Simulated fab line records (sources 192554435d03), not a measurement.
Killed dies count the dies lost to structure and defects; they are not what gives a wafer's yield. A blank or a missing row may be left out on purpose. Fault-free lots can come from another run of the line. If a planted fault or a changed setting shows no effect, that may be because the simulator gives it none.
Lot-split experiment	flow n5_finfet	route with 1938 steps; 7 lots, 21 wafers read

## THE SPLIT
At N5_BEOL_M5_COAT_22 (resist thk 30 nm), the setting spin_rpm was moved away from the recipe's 1500 rpm on 6 of the 21 wafers read, by -6.6% to +10.4%. This setting was run at the recipe's value on the other wafers.

The reading comes from the split's own step.

## THE READING
CAR-EUV_of_BEOL_M5_COAT_22.thk_nm (the simulator's own value, which no gauge read), in nm, at N5_BEOL_M5_COAT_22 (resist thk 30 nm). The file does not state a usual value for it. Here, 15 wafers ran the recipe; their average is 30.1 nm with a standard deviation of 0.1 nm.

wafer	tool, chamber at the split	spin_rpm as run, rpm	against the recipe	CAR-EUV_of_BEOL_M5_COAT_22.thk_nm, nm	against lot-mates on the recipe
L075.1	litho_track-04, 0	1500	recipe	30	-
L075.2	litho_track-04, 0	1604	+6.9%	28.8	-1.2
L075.4	litho_track-04, 0	1604	+6.9%	29	-1.0
L078.2	litho_track-05, 0	1500	recipe	30.2	-
L078.6	litho_track-05, 0	1500	recipe	30.2	-
L078.5	litho_track-05, 0	1581	+5.4%	29.4	-0.8
L080.2	litho_track-05, 0	1500	recipe	30.2	-
L080.3	litho_track-05, 0	1656	+10.4%	28.6	-1.6
L080.5	litho_track-05, 0	1656	+10.4%	28.6	-1.6
L079.1	litho_track-05, 0	1500	recipe	30	-
L079.3	litho_track-05, 0	1500	recipe	30.2	-
L079.4	litho_track-05, 0	1500	recipe	30.2	-
L082.3	litho_track-04, 0	1500	recipe	30	-
L082.4	litho_track-04, 0	1500	recipe	30	-
L082.5	litho_track-04, 0	1500	recipe	30	-
L088.1	litho_track-05, 0	1500	recipe	30.2	-
L088.6	litho_track-05, 0	1500	recipe	30.2	-
L088.5	litho_track-05, 0	1500	recipe	30	-
L089.1	litho_track-01, 0	1401	-6.6%	31	+1.0
L089.4	litho_track-01, 0	1500	recipe	30	-
L089.6	litho_track-01, 0	1500	recipe	30	-

THE FIT
A straight line over all 21 wafers: CAR-EUV_of_BEOL_M5_COAT_22.thk_nm changes by -0.148 nm for each +1% of spin_rpm; r = -0.98; the points scatter about the line by 0.11 nm.
The same after taking each lot's own level away (the mean of its wafers on the recipe; 21 wafers): -0.154 nm for each +1%; r = -1.00; scatter 0.063 nm.
The reading moves by 1.6 nm for the largest change in spin_rpm, on that fit.
The lots' own levels span 30.00 to 30.20 nm, that is 2.0 times the standard deviation above.
The two slopes agree, so the slope changes little with the lot-to-lot level.
Check: for one of the wafers moved furthest among these (+10.4%), held out of the fit, the line's prediction against its lot-mates is -1.61 nm. Against them it came out at -1.6 nm.

## ADDITIONAL SPLITS CARRIED BY THESE WAFERS
Before the reading, these wafers also passed through other splits. Each is held against what the fit with the lots' levels taken away leaves over:
other split on the same wafers	wafers away from the commonest value	r with CAR-EUV_of_BEOL_M5_COAT_22.thk_nm (lot level and that fit taken away)
N5_BEOL_M3_COAT_67 spin_rpm	10	+0.36
N5_BEOL_M3_COAT_22 spin_rpm	6	-0.23

## THE FILE'S OWN FIT
CAR-EUV_of_BEOL_M5_COAT_22.thk_nm changes by -0.154 nm for each +1% of spin_rpm, r = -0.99.
